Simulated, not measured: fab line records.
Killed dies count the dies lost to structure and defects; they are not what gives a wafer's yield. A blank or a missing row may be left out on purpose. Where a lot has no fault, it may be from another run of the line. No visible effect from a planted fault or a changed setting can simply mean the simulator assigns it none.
fab line records | flow n5_finfet
[record] lots = 24 wafers = 72 last_day = 17
route steps=1938 shown FIN_CUT@163 STI_FIN_REVEAL@189 DUMMY_GATE@235 SD_EPI_N@275
lots that met no fault: from a run of the same line without faults
start_h: hours from the record's first day to the start of the lot's first wafer shown | wait_h: how many hours have passed since the lot's step before this one | " as in the row above | L1.1+2: a single row standing in for several wafers | - value missing, or start not given | * or withheld: withheld | < > ~ a bound
route shown NAME@n: names a module that has steps shown in the file, with the first one's number in the route | usual: average and standard deviation across the fault-free wafers | same: alike in all rows | chamber/n: place in a boat | sites: per-site readings | _std_site: standard deviation across them | _edge_site: inner sites' mean taken away from outer sites' mean | radius_mm: how far each site lies from the wafer's centre | mask NAME#n: copy n | behind: the tool/chamber that last shaped the wafer | hold: why the lot was held/for how many hours/how that ended | device: names the non-switching transistor (n, p or np) | end of line: tests run on the same wafers once the route is complete | a step with no rows: only its recipe | killed: at the first sort, the dies lost to defects and structure; wafer yield is something else | map: a wafer's dies, marking killed ones x, the rest . and places with no die _
set.NAME: setting as actually run; set.NAME@STEP: the setting as run at that earlier step | model.NAME: the simulator's own value behind a step, which no gauge read
the route's steps for a sample of lots (tables are steps, rows are wafers)
services: when a tool's chamber went out of use (start_h, in hours from the record's first day, below 0 if earlier), for how many hours, and the reason
[[steps]]
[step N5_FIN_CUT_CD_MEAS_08]
[recipe] target_cd_nm = 29.1 landing_energy_ev = 500 detector = se_inlens polarity = opening
[usual] cd_nm = 29.16/0.23
// columns lot.wafer tool chamber start_h wait_h cd_nm
L074.3 cd_sem-03 0 27.01 - 28.69
L074.4 " 0 " " 28.87
L074.5 " 0 " " 29.01
L075.1 cd_sem-01 0 33.25 - 29.35
L075.2 " 0 " " 28.94
L075.3 " 0 " " 28.95
L076.2 cd_sem-01 0 39.30 - 29.18
L076.3 " 0 " " 29.23
L076.6 " 0 " " 29.12
L077.1 cd_sem-03 0 46.23 - 29.58
L077.3 " 0 " " 29.14
L077.6 " 0 " " 29.08
L078.1 cd_sem-03 0 51.28 - 29.31
L078.5 " 0 " " 29.13
L078.6 " 0 " " 29.01
L079.3 cd_sem-03 0 58.60 - 29.68
L079.4 " 0 " " 29.01
L079.5 " 0 " " 28.90
L080.2 cd_sem-01 0 64.08 - 29.39
L080.4 " 0 " " 29.05
L080.6 " 0 " " 29.37
L081.2 cd_sem-02 0 69.70 - 29.06
L081.3 " 0 " " 28.97
L081.4 " 0 " " 29.31
L082.2 cd_sem-01 0 75.79 - 28.94
L082.3 " 0 " " 28.88
L082.6 " 0 " " 28.83
L083.1 cd_sem-02 0 80.35 - 29.06
L083.4 " 0 " " 29.33
L083.5 " 0 " " 29.27
L084.1 cd_sem-01 0 90.02 - 29.20
L084.3 " 0 " " 29.17
L084.6 " 0 " " 28.87
L085.2 cd_sem-02 0 94.54 - 28.68
L085.3 " 0 " " 28.94
L085.6 " 0 " " 28.88
L086.1 cd_sem-02 0 102.50 - 29.61
L086.3 " 0 " " 29.50
L086.4 " 0 " " 29.13
L087.1 cd_sem-01 0 109.89 - 29.32
L087.2 " 0 " " 29.33
L087.3 " 0 " " 29.05
L088.1 cd_sem-02 0 113.09 - 29.20
L088.4 " 0 " " 29.39
L088.5 " 0 " " 29.45
L089.2 cd_sem-01 0 117.35 - 29.19
L089.5 " 0 " " 29.22
L089.6 " 0 " " 29.25
L090.2 cd_sem-02 0 123.55 - 29.53
L090.3 " 0 " " 29.06
L090.5 " 0 " " 29.18
L091.1 cd_sem-03 0 129.30 - 28.93
L091.3 " 0 " " 28.94
L091.5 " 0 " " 29.31
L092.2 cd_sem-03 0 134.88 - 29.67
L092.4 " 0 " " 29.48
L092.5 " 0 " " 29.17
L093.3 cd_sem-03 0 141.50 - 28.91
L093.5 " 0 " " 29.39
L093.6 " 0 " " 29.26
L094.2 cd_sem-01 0 146.73 - 29.14
L094.4 " 0 " " 29.73
L094.6 " 0 " " 29.38
L095.1 cd_sem-03 0 154.01 - 29.36
L095.2 " 0 " " 29.04
L095.4 " 0 " " 28.88
L096.1 cd_sem-02 0 159.01 - 29.60
L096.5 " 0 " " 29.38
L096.6 " 0 " " 29.30
L097.2 cd_sem-01 0 165.05 - 29.24
L097.5 " 0 " " 29.09
L097.6 " 0 " " 28.92
[step N5_FIN_CUT_PRECLEAN_35]
[recipe] time_s = 13.3 temp_c = 45 pressure_torr = 125 p_hf_torr = 3 p_coreactant_torr = 25 chemistry = vHF
[usual] drypump_motor_current_A = 5.7/0.37
// columns lot.wafer tool chamber start_h wait_h drypump_motor_current_A
L074.3 vapor_etch-02 0 27.70 0.1 5.5
L074.4 " 1 " " 5.3
L074.5 " 1 " " 5.3
L075.1 vapor_etch-01 1 33.92 0.0 5.8
L075.2 " 0 " " 6.3
L075.3 " 0 " " 6.3
L076.2 vapor_etch-01 0 39.99 0.0 6.3
L076.3 " 1 " " 5.8
L076.6 " 1 " " 5.8
L077.1 vapor_etch-02 1 46.92 0.0 5.3
L077.3 " 0 " " 5.5
L077.6 " 0 " " 5.5
L078.1 vapor_etch-01 1 52.42 0.0 5.8
L078.5 " 0 " " 6.3
L078.6 " 1 " " 5.8
L079.3 vapor_etch-01 0 59.35 0.1 6.3
L079.4 " 1 " " 5.8
L079.5 " 1 " " 5.8
L080.2 vapor_etch-01 1 64.83 0.0 5.8
L080.4 " 1 " " 5.8
L080.6 " 1 " " 5.8
L081.2 vapor_etch-02 0 70.37 0.0 5.5
L081.3 " 0 " " 5.5
L081.4 " 1 " " 5.3
L082.2 vapor_etch-01 0 76.46 0.0 6.3
L082.3 " 0 " " 6.3
L082.6 " 1 " " 5.8
L083.1 vapor_etch-02 0 81.02 0.0 5.5
L083.4 " 1 " " 5.3
L083.5 " 0 " " 5.5
L084.1 vapor_etch-02 0 90.69 0.0 5.5
L084.3 " 1 " " 5.3
L084.6 " 0 " " 5.5
L085.2 vapor_etch-02 0 95.21 0.0 5.5
L085.3 " 0 " " 5.5
L085.6 " 0 " " 5.5
L086.1 vapor_etch-02 0 103.17 0.0 5.5
L086.3 " 1 " " 5.3
L086.4 " 0 " " 5.5
L087.1 vapor_etch-02 0 110.75 0.2 5.5
L087.2 " 1 " " 5.3
L087.3 " 1 " " 5.3
L088.1 vapor_etch-01 1 113.76 0.0 5.8
L088.4 " 1 " " 5.8
L088.5 " 0 " " 6.3
L089.2 vapor_etch-01 0 118.02 0.0 6.3
L089.5 " 1 " " 5.8
L089.6 " 0 " " 6.3
L090.2 vapor_etch-01 0 124.52 0.0 6.3
L090.3 " 0 " " 6.3
L090.5 " 1 " " 5.8
L091.1 vapor_etch-02 1 129.97 0.0 5.3
L091.3 " 1 " " 5.3
L091.5 " 0 " " 5.5
L092.2 vapor_etch-02 1 135.55 0.0 5.4
L092.4 " 1 " " 5.3
L092.5 " 1 " " 5.3
L093.3 vapor_etch-02 0 142.20 0.1 5.5
L093.5 " 1 " " 5.3
L093.6 " 0 " " 5.5
L094.2 vapor_etch-02 1 147.60 0.0 5.3
L094.4 " 1 " " 5.3
L094.6 " 1 " " 5.3
L095.1 vapor_etch-02 0 154.68 0.0 5.5
L095.2 " 1 " " 5.3
L095.4 " 1 " " 5.3
L096.1 vapor_etch-01 1 159.69 0.0 5.8
L096.5 " 0 " " 6.3
L096.6 " 1 " " 5.8
L097.2 vapor_etch-02 0 165.72 0.0 5.5
L097.5 " 0 " " 5.5
L097.6 " 1 " " 5.3
[step N5_STI_FIN_REVEAL_DENSIFY_30]
[recipe] temp_c = * time_s = * ambient = N2 idle_temp_c = 600 ramp_up_c_per_s = 150 ramp_down_c_per_s = 60 cool_to_c = 600
[usual] lamp_power_pct = 11.54/0.053 wafer_temp_C_max = *
// columns lot.wafer tool chamber start_h wait_h lamp_power_pct wafer_temp_C_max
L074.3 rtp_anneal-01 0 33.60 0.1 11.50 *
L074.4 " 0 " " 11.47 *
L074.5 " 0 " " 11.46 *
L075.1 rtp_anneal-01 0 41.03 0.0 11.47 *
L075.2 " 0 " " 11.56 *
L075.3 " 0 " " 11.58 *
L076.2 rtp_anneal-02 0 47.59 0.1 11.48 *
L076.3 " 0 " " 11.56 *
L076.6 " 0 " " 11.65 *
L077.1 rtp_anneal-01 0 53.56 0.2 11.47 *
L077.3 " 0 " " 11.58 *
L077.6 " 0 " " 11.51 *
L078.1 rtp_anneal-02 0 58.25 0.0 11.63 *
L078.5 " 0 " " 11.60 *
L078.6 " 0 " " 11.52 *
L079.3 rtp_anneal-02 0 65.21 0.1 11.53 *
L079.4 " 0 " " 11.58 *
L079.5 " 0 " " 11.59 *
L080.2 rtp_anneal-02 0 70.95 0.3 11.54 *
L080.4 " 0 " " 11.52 *
L080.6 " 0 " " 11.60 *
L081.2 rtp_anneal-02 0 76.29 0.1 11.56 *
L081.3 " 0 " " 11.60 *
L081.4 " 0 " " 11.53 *
L082.2 rtp_anneal-01 0 82.38 0.1 11.54 *
L082.3 " 0 " " 11.60 *
L082.6 " 0 " " 11.50 *
L083.1 rtp_anneal-02 0 86.94 0.0 11.47 *
L083.4 " 0 " " 11.62 *
L083.5 " 0 " " 11.52 *
L084.1 rtp_anneal-01 0 98.41 0.0 11.53 *
L084.3 " 0 " " 11.57 *
L084.6 " 0 " " 11.55 *
L085.2 rtp_anneal-02 0 102.08 0.2 11.54 *
L085.3 " 0 " " 11.48 *
L085.6 " 0 " " 11.50 *
L086.1 rtp_anneal-02 0 109.02 0.0 11.49 *
L086.3 " 0 " " 11.56 *
L086.4 " 0 " " 11.46 *
L087.1 rtp_anneal-02 0 116.58 0.0 11.53 *
L087.2 " 0 " " 11.65 *
L087.3 " 0 " " 11.49 *
L088.1 rtp_anneal-02 0 119.89 0.1 11.62 *
L088.4 " 0 " " 11.54 *
L088.5 " 0 " " 11.50 *
L089.2 rtp_anneal-02 0 125.09 0.1 11.59 *
L089.5 " 0 " " 11.61 *
L089.6 " 0 " " 11.58 *
L090.2 rtp_anneal-02 0 130.43 0.1 11.63 *
L090.3 " 0 " " 11.67 *
L090.5 " 0 " " 11.56 *
L091.1 rtp_anneal-02 0 136.60 0.1 11.47 *
L091.3 " 0 " " 11.54 *
L091.5 " 0 " " 11.57 *
L092.2 rtp_anneal-02 0 142.83 0.1 11.50 *
L092.4 " 0 " " 11.51 *
L092.5 " 0 " " 11.60 *
L093.3 rtp_anneal-01 0 148.06 0.1 11.59 *
L093.5 " 0 " " 11.53 *
L093.6 " 0 " " 11.63 *
L094.2 rtp_anneal-02 0 153.44 0.1 11.58 *
L094.4 " 0 " " 11.49 *
L094.6 " 0 " " 11.54 *
L095.1 rtp_anneal-02 0 161.10 0.0 11.60 *
L095.2 " 0 " " 11.51 *
L095.4 " 0 " " 11.55 *
L096.1 rtp_anneal-02 0 165.50 0.0 11.45 *
L096.5 " 0 " " 11.51 *
L096.6 " 0 " " 11.55 *
L097.2 rtp_anneal-02 0 172.07 0.1 11.46 *
L097.5 " 0 " " 11.48 *
L097.6 " 0 " " 11.54 *
[step N5_STI_FIN_REVEAL_OXIDATION_33]
[recipe] chemistry = O2_PLASMA_REMOTE temp_c = 150 time_s = 20 pressure_mtorr = 1000 source_power_w = 2000 o2_flow_sccm = 3000
[usual] drypump_motor_current_A = 5.4/0.63 heater_power_w = 133/3.5
// columns lot.wafer tool chamber start_h wait_h drypump_motor_current_A heater_power_w rf_hours_counter_h
L074.3 plasma_asher-02 0 36.53 0.0 4.8 127 -
L074.4 " 1 " " 6.1 134 -
L074.5 " 0 " " 4.8 129 -
L075.1 plasma_asher-02 1 44.06 0.0 6.2 134 82
L075.2 " 0 " " 4.8 128 82
L075.3 " 0 " " 4.8 129 -
L076.2 plasma_asher-02 0 50.53 0.0 4.9 128 83
L076.3 " 0 " " 4.8 131 -
L076.6 " 1 " " 6.2 134 -
L077.1 plasma_asher-01 0 56.69 0.0 5.9 131 33
L077.3 " 1 " " 4.7 132 -
L077.6 " 1 " " 4.7 140 -
L078.1 plasma_asher-02 1 61.22 0.0 6.2 131 85
L078.5 " 0 " " 4.8 123 -
L078.6 " 1 " " 6.2 135 -
L079.3 plasma_asher-01 0 68.47 0.0 5.9 132 -
L079.4 " 1 " " 4.7 134 -
L079.5 " 1 " " 4.7 136 -
L080.2 plasma_asher-01 0 73.88 0.0 5.9 137 36
L080.4 " 0 " " 5.9 135 -
L080.6 " 1 " " 4.7 134 -
L081.2 plasma_asher-02 0 79.66 0.0 4.8 126 89
L081.3 " 1 " " 6.2 133 -
L081.4 " 0 " " 4.8 130 -
L082.2 plasma_asher-02 1 85.60 0.1 6.2 133 90
L082.3 " 1 " " 6.2 136 -
L082.6 " 0 " " 4.8 132 -
L083.1 plasma_asher-01 1 89.91 0.0 4.7 137 39
L083.4 " 1 " " 4.7 134 -
L083.5 " 0 " " 5.9 136 -
L084.1 plasma_asher-02 0 102.03 0.0 4.8 126 94
L084.3 " 0 " " 4.8 124 -
L084.6 " 1 " " 6.2 137 -
L085.2 plasma_asher-02 0 105.02 0.0 4.8 128 95
L085.3 " 1 " " 6.1 132 -
L085.6 " 0 " " 4.8 132 -
L086.1 plasma_asher-01 0 112.07 0.0 5.9 130 43
L086.3 " 0 " " 5.9 136 -
L086.4 " 1 " " 4.8 136 -
L087.1 plasma_asher-02 1 119.99 0.0 6.2 134 98
L087.2 " 0 " " 4.9 130 98
L087.3 " 0 " " 4.8 127 -
L088.1 plasma_asher-01 1 123.12 0.0 4.7 132 46
L088.4 " 1 " " 4.7 136 -
L088.5 " 1 " " 4.8 139 -
L089.2 plasma_asher-01 1 128.25 0.1 4.7 138 48
L089.5 " 1 " " 4.7 136 -
L089.6 " 0 " " 5.9 138 -
L090.2 plasma_asher-01 1 133.65 0.3 4.7 133 50
L090.3 " 0 " " 5.9 130 -
L090.5 " 1 " " 4.7 135 -
L091.1 plasma_asher-01 0 139.59 0.0 5.9 133 51
L091.3 " 0 " " 5.9 134 -
L091.5 " 1 " " 4.7 136 -
L092.2 plasma_asher-01 1 145.81 0.1 4.8 133 54
L092.4 " 0 " " 5.9 138 -
L092.5 " 0 " " 5.9 133 -
L093.3 plasma_asher-02 1 151.04 0.1 6.1 134 -
L093.5 " 0 " " 4.8 127 -
L093.6 " 1 " " 6.2 132 -
L094.2 plasma_asher-01 1 156.76 0.0 4.7 132 56
L094.4 " 1 " " 4.7 138 -
L094.6 " 0 " " 5.9 136 -
L095.1 plasma_asher-01 1 164.11 0.0 4.7 136 58
L095.2 " 0 " " 5.9 133 58
L095.4 " 1 " " 4.7 141 -
L096.1 plasma_asher-02 1 168.47 0.0 6.1 136 103
L096.5 " 1 " " 6.2 134 -
L096.6 " 0 " " 4.8 129 -
L097.2 plasma_asher-01 0 175.10 0.0 5.9 134 61
L097.5 " 0 " " 5.9 131 -
L097.6 " 1 " " 4.7 137 -
[step N5_DUMMY_GATE_ETCH_29]
[recipe] chemistry = N2/H2 target = underlayer target_depth_a = 130 ion_energy_ev = 200 pressure_mtorr = 30 source_w = 840 bias_w = 150 n2_flow_sccm = 200 h2_flow_sccm = 200
[usual] drypump_motor_current_A = 5.7/0.36 oes_product_au = 0.80/0.096 rf_vpp_V = 525.0/2.2 showerhead_plenum_p_Torr = 2.58/0.075 throttle_valve_pct = 17.75/0.21
// columns lot.wafer tool chamber start_h wait_h drypump_motor_current_A oes_product_au rf_hours_counter_h rf_vpp_V showerhead_plenum_p_Torr throttle_valve_pct
L074.3 rie_diel-01 0 45.74 0.0 5.6 0.72 197 523.8 2.50 17.73
L074.4 " 0 " " 5.6 0.72 - 522.1 2.50 17.75
L074.5 " 3 " " 6.2 0.69 - 523.6 2.53 17.87
L075.1 rie_diel-04 2 53.25 0.0 6.0 0.71 218 525.5 2.60 18.09
L075.2 " 0 " " 5.4 0.78 130 528.2 2.65 17.69
L075.3 " 1 " " 5.0 0.80 123 527.5 2.68 17.69
L076.2 rie_diel-01 0 59.61 0.0 5.6 0.71 201 521.8 2.50 17.74
L076.3 " 3 " " 6.2 0.69 225 522.5 2.52 17.90
L076.6 " 3 " " 6.2 0.68 - 522.6 2.52 17.91
L077.1 rie_diel-01 0 66.01 0.0 5.6 0.71 203 525.5 2.50 17.74
L077.3 " 3 " " 6.2 0.69 227 522.6 2.52 17.89
L077.6 " 3 " " 6.2 0.69 - 523.0 2.52 17.89
L078.1 rie_diel-01 2 70.25 0.0 5.8 0.98 6 522.3 2.49 17.85
L078.5 " 1 " " 5.7 0.88 - 527.5 2.71 17.90
L078.6 " 2 " " 5.8 0.97 - 522.3 2.49 17.87
L079.3 rie_diel-05 2 78.21 0.0 5.7 0.67 245 525.6 2.59 17.95
L079.4 " 3 " " 5.8 0.70 225 525.8 2.60 17.46
L079.5 " 1 " " 5.6 0.93 - 525.8 2.60 17.67
L080.2 rie_diel-01 1 83.05 0.0 5.7 0.88 28 528.1 2.71 17.92
L080.4 " 2 " " 5.8 0.95 9 520.6 2.49 17.87
L080.6 " 2 " " 5.8 0.95 - 522.9 2.49 17.84
L081.2 rie_diel-01 2 88.92 0.0 5.8 0.94 11 522.5 2.49 17.86
L081.3 " 3 " " 6.2 0.68 234 522.3 2.52 17.90
L081.4 " 1 " " 5.7 0.87 30 528.6 2.71 17.90
L082.2 rie_diel-05 1 95.11 0.0 5.6 0.91 14 524.9 2.60 17.69
L082.3 " 2 " " 5.7 0.66 249 525.0 2.59 17.95
L082.6 " 1 " " 5.6 0.92 - 525.9 2.60 17.67
L083.1 rie_diel-04 3 101.59 0.0 6.1 0.85 88 523.4 2.54 17.18
L083.4 " 1 " " 4.9 0.77 138 527.3 2.68 17.73
L083.5 " 3 " " 6.1 0.84 - 524.5 2.54 17.18
L084.1 rie_diel-05 0 111.13 0.0 5.0 0.74 191 525.5 2.63 17.79
L084.3 " 1 " " 5.6 0.91 20 526.0 2.60 17.69
L084.6 " 3 " " 5.8 0.69 - 526.1 2.59 17.46
L085.2 rie_diel-01 1 114.13 0.0 5.7 0.86 37 528.0 2.70 17.91
L085.3 " 3 " " 6.2 0.69 241 521.0 2.52 17.91
L085.6 " 1 " " 5.7 0.85 - 528.7 2.70 17.93
L086.1 rie_diel-01 1 121.31 0.0 5.7 0.86 40 528.1 2.70 17.90
L086.3 " 3 " " 6.2 0.68 243 524.2 2.52 17.93
L086.4 " 2 " " 5.8 0.93 20 521.9 2.49 17.89
L087.1 rie_diel-05 0 129.04 0.0 5.0 0.75 197 525.0 2.63 17.80
L087.2 " 3 " " 5.8 0.70 243 525.0 2.59 17.48
L087.3 " 2 " " 5.7 0.96 5 524.9 2.59 17.48
L088.1 rie_diel-01 1 132.31 0.0 5.7 0.85 44 528.8 2.70 17.92
L088.4 " 0 " " 5.7 0.69 224 522.3 2.49 17.78
L088.5 " 3 " " 6.2 0.68 - 523.1 2.52 17.94
L089.2 rie_diel-05 1 137.53 0.0 5.6 0.88 29 525.2 2.59 17.71
L089.5 " 2 " " 5.7 0.94 - 524.8 2.59 17.50
L089.6 " 1 " " 5.6 0.88 - 527.1 2.59 17.71
L090.2 rie_diel-04 3 142.90 0.0 6.1 0.84 100 524.1 2.54 17.22
L090.3 " 1 " " 5.0 0.77 152 525.2 2.67 17.75
L090.5 " 0 " " 5.4 0.75 - 527.9 2.64 17.74
L091.1 rie_diel-04 2 148.83 0.0 6.0 0.69 245 524.1 2.59 18.13
L091.3 " 0 " " 5.4 0.75 160 527.0 2.63 17.75
L091.5 " 3 " " 6.1 0.83 - 522.6 2.54 17.22
L092.2 rie_diel-04 3 155.27 0.0 6.1 0.83 104 525.1 2.54 17.23
L092.4 " 0 " " 5.4 0.74 162 526.4 2.63 17.75
L092.5 " 0 " " 5.4 0.74 - 526.4 2.63 17.74
L093.3 rie_diel-01 2 160.13 0.0 5.8 0.90 33 522.2 2.48 17.90
L093.5 " 2 " " 5.8 0.91 - 523.0 2.48 17.91
L093.6 " 0 " " 5.6 0.70 - 523.2 2.49 17.80
L094.2 rie_diel-01 3 165.83 0.0 6.2 0.97 1 523.0 2.51 17.57
L094.4 " 2 " " 5.8 0.89 36 522.7 2.48 17.92
L094.6 " 3 " " 6.2 0.97 - 522.7 2.51 17.55
L095.1 rie_diel-04 1 173.19 0.0 5.0 0.76 162 525.5 2.67 17.76
L095.2 " 3 " " 6.1 0.82 110 524.2 2.53 17.23
L095.4 " 0 " " 5.4 0.74 - 525.5 2.63 17.77
L096.1 rie_diel-01 3 177.54 0.0 6.1 0.96 4 522.5 2.51 17.59
L096.5 " 3 " " 6.2 0.96 - 523.9 2.51 17.60
L096.6 " 2 " " 5.8 0.88 - 521.8 2.48 17.91
L097.2 rie_diel-04 3 184.40 0.0 6.1 0.83 114 524.4 2.53 17.23
L097.5 " 3 " " 6.1 0.83 - 524.6 2.53 17.22
L097.6 " 0 " " 5.4 0.74 - 526.7 2.63 17.76
[step N5_SD_EPI_N_ETCH_35]
[recipe] chemistry = N2/H2 target = SOC overetch_a = 1080 mask_material = SiARC temp_c = 40 ion_energy_ev = 100 source_w = 3000 bias_w = 133 pressure_mtorr = 20 time_s = 486 n2_flow_sccm = 200 h2_flow_sccm = 200
[usual] drypump_motor_current_A = 5.58/0.3 oes_product_au = 0.71/0.076 rf_vpp_V = 240.4/1.2 showerhead_plenum_p_Torr = 2.52/0.073 throttle_valve_pct = 23.9/0.45
// columns lot.wafer tool chamber start_h wait_h drypump_motor_current_A oes_product_au rf_hours_counter_h rf_vpp_V showerhead_plenum_p_Torr throttle_valve_pct
L074.3 rie_diel-06 3 47.90 0.0 5.94 0.66 167 241.3 2.42 23.7
L074.4 " 3 " " 5.92 0.66 - 239.5 2.42 23.7
L074.5 " 1 " " 5.42 0.62 - 241.1 2.61 23.9
L075.1 rie_diel-06 3 55.72 0.0 5.93 0.66 170 240.2 2.42 23.7
L075.2 " 2 " " 5.55 0.83 28 241.9 2.61 24.4
L075.3 " 1 " " 5.42 0.62 249 241.1 2.61 24.0
L076.2 rie_diel-06 2 61.98 0.0 5.56 0.81 30 242.9 2.61 24.4
L076.3 " 1 " " 5.42 0.62 251 240.7 2.61 23.9
L076.6 " 3 " " 5.93 0.65 - 239.6 2.42 23.7
L077.1 rie_diel-03 3 68.18 0.0 5.88 0.70 125 241.2 2.54 23.7
L077.3 " 1 " " 5.23 0.76 74 240.2 2.43 23.2
L077.6 " 2 " " 5.73 0.87 - 240.8 2.58 23.3
L078.1 rie_diel-02 3 72.68 0.0 5.75 0.63 232 238.9 2.53 24.6
L078.5 " 1 " " 5.19 0.72 - 241.1 2.47 24.3
L078.6 " 2 " " 5.69 0.66 - 240.0 2.52 24.3
L079.3 rie_diel-06 2 80.73 0.0 5.55 0.80 40 240.1 2.60 24.4
L079.4 " 2 " " 5.54 0.80 - 240.8 2.60 24.4
L079.5 " 3 " " 5.93 0.65 - 238.6 2.41 23.7
L080.2 rie_diel-03 3 85.70 0.0 5.91 0.69 131 240.5 2.54 23.7
L080.4 " 1 " " 5.27 0.75 80 238.6 2.43 23.2
L080.6 " 3 " " 5.96 0.69 - 242.3 2.54 23.7
L081.2 rie_diel-03 2 91.20 0.0 5.71 0.84 14 241.5 2.57 23.4
L081.3 " 3 " " 5.90 0.69 133 241.8 2.54 23.7
L081.4 " 0 " " 5.09 0.64 206 241.8 2.63 23.6
L082.2 rie_diel-03 1 97.75 0.0 5.24 0.75 85 240.3 2.43 23.3
L082.3 " 3 " " 5.89 0.68 136 239.0 2.54 23.7
L082.6 " 0 " " 5.09 0.64 - 241.7 2.63 23.6
L083.1 rie_diel-03 3 103.74 0.0 5.92 0.68 138 239.5 2.54 23.7
L083.4 " 0 " " 5.06 0.63 211 242.0 2.63 23.6
L083.5 " 0 " " 5.08 0.63 - 242.7 2.63 23.6
L084.1 rie_diel-02 0 113.63 0.0 5.68 0.67 188 239.5 2.46 24.6
L084.3 " 3 " " 5.76 0.61 249 240.4 2.52 24.6
L084.6 " 0 " " 5.69 0.66 - 241.2 2.46 24.6
L085.2 rie_diel-02 1 116.40 0.0 5.23 0.70 104 240.2 2.46 24.3
L085.3 " 2 " " 5.69 0.65 188 241.6 2.52 24.3
L085.6 " 1 " " 5.23 0.70 - 239.6 2.46 24.3
L086.1 rie_diel-06 2 123.74 0.0 5.54 0.77 58 241.6 2.59 24.4
L086.3 " 0 " " 6.01 0.82 17 238.8 2.48 23.3
L086.4 " 1 " " 5.41 0.82 17 241.1 2.60 23.6
L087.1 rie_diel-02 2 131.35 0.0 5.67 0.64 195 240.7 2.51 24.3
L087.2 " 1 " " 5.22 0.69 111 240.7 2.46 24.3
L087.3 " 0 " " 5.69 0.66 196 239.5 2.45 24.6
L088.1 rie_diel-03 1 134.89 0.0 5.24 0.73 98 239.6 2.42 23.3
L088.4 " 3 " " 5.88 0.67 149 240.7 2.53 23.7
L088.5 " 3 " " 5.92 0.68 - 242.4 2.53 23.7
L089.2 rie_diel-02 1 140.13 0.0 5.22 0.69 115 238.9 2.46 24.3
L089.5 " 2 " " 5.65 0.64 - 240.8 2.51 24.3
L089.6 " 0 " " 5.71 0.66 - 239.4 2.45 24.6
L090.2 rie_diel-06 1 145.06 0.0 5.42 0.81 24 240.5 2.60 23.6
L090.3 " 2 " " 5.51 0.77 65 241.7 2.59 24.4
L090.5 " 2 " " 5.51 0.76 - 240.1 2.59 24.4
L091.1 rie_diel-03 0 151.60 0.0 5.10 0.63 227 239.0 2.62 23.6
L091.3 " 1 " " 5.23 0.73 102 238.3 2.42 23.3
L091.5 " 3 " " 5.90 0.67 - 240.8 2.53 23.7
L092.2 rie_diel-03 1 157.86 0.0 5.24 0.72 105 239.2 2.42 23.3
L092.4 " 2 " " 5.72 0.81 38 242.5 2.56 23.4
L092.5 " 2 " " 5.71 0.81 - 241.3 2.56 23.4
L093.3 rie_diel-06 1 162.66 0.0 5.42 0.79 32 240.9 2.59 23.6
L093.5 " 1 " " 5.42 0.80 - 241.6 2.59 23.6
L093.6 " 2 " " 5.54 0.75 - 241.6 2.59 24.4
L094.2 rie_diel-06 1 167.97 0.0 5.44 0.80 33 238.9 2.59 23.6
L094.4 " 2 " " 5.54 0.77 74 240.7 2.59 24.4
L094.6 " 3 " " 5.92 0.62 - 238.5 2.40 23.8
L095.1 rie_diel-03 0 176.09 0.0 5.10 0.62 236 243.0 2.62 23.6
L095.2 " 2 " " 5.71 0.80 43 241.0 2.56 23.4
L095.4 " 3 " " 5.92 0.67 163 240.1 2.53 23.7
L096.1 rie_diel-02 3 182.85 0.0 5.76 0.83 13 240.4 2.52 24.3
L096.5 " 0 " " 5.71 0.65 - 239.7 2.44 24.6
L096.6 " 1 " " 5.17 0.68 - 237.7 2.45 24.3
L097.2 rie_diel-02 3 187.73 0.0 5.74 0.83 15 240.5 2.52 24.3
L097.5 " 1 " " 5.24 0.67 - 238.7 2.45 24.3
L097.6 " 2 " " 5.68 0.62 - 239.5 2.50 24.3
[[services]]
// columns tool chamber start_h hours kind
rie_diel-02 - 13.59 0.5 repair
rie_diel-06 2 33.31 9.9 repair
rie_diel-05 - 42.56 2.8 pm
rie_diel-04 3 44.36 6.6 repair
rie_diel-05 0 48.06 8.5 repair
rie_diel-04 3 51.82 4.5 repair
rie_diel-03 - 61.54 5.7 repair
rie_diel-02 0 68.45 6.2 repair
rie_diel-01 2 78.79 3.0 repair
plasma_asher-01 - 84.16 4.3 pm
rie_diel-02 - 91.15 2.8 pm
rie_diel-06 0 91.22 16.7 repair
rie_diel-01 - 100.88 0.9 repair
plasma_asher-02 - 101.08 0.9 repair
rie_diel-02 1 112.26 2.7 repair
plasma_asher-02 - 121.91 15.6 pm
rie_diel-04 0 135.51 2.6 repair
rie_diel-04 2 137.67 9.0 repair
plasma_asher-02 - 140.75 5.2 repair
rie_diel-06 3 143.16 8.3 repair
rie_diel-05 3 154.00 3.5 repair
rie_diel-04 - 156.29 1.1 repair
rie_diel-04 1 173.36 6.0 repair
rie_diel-06 - 174.34 14.6 pm
[[key]]
fault none
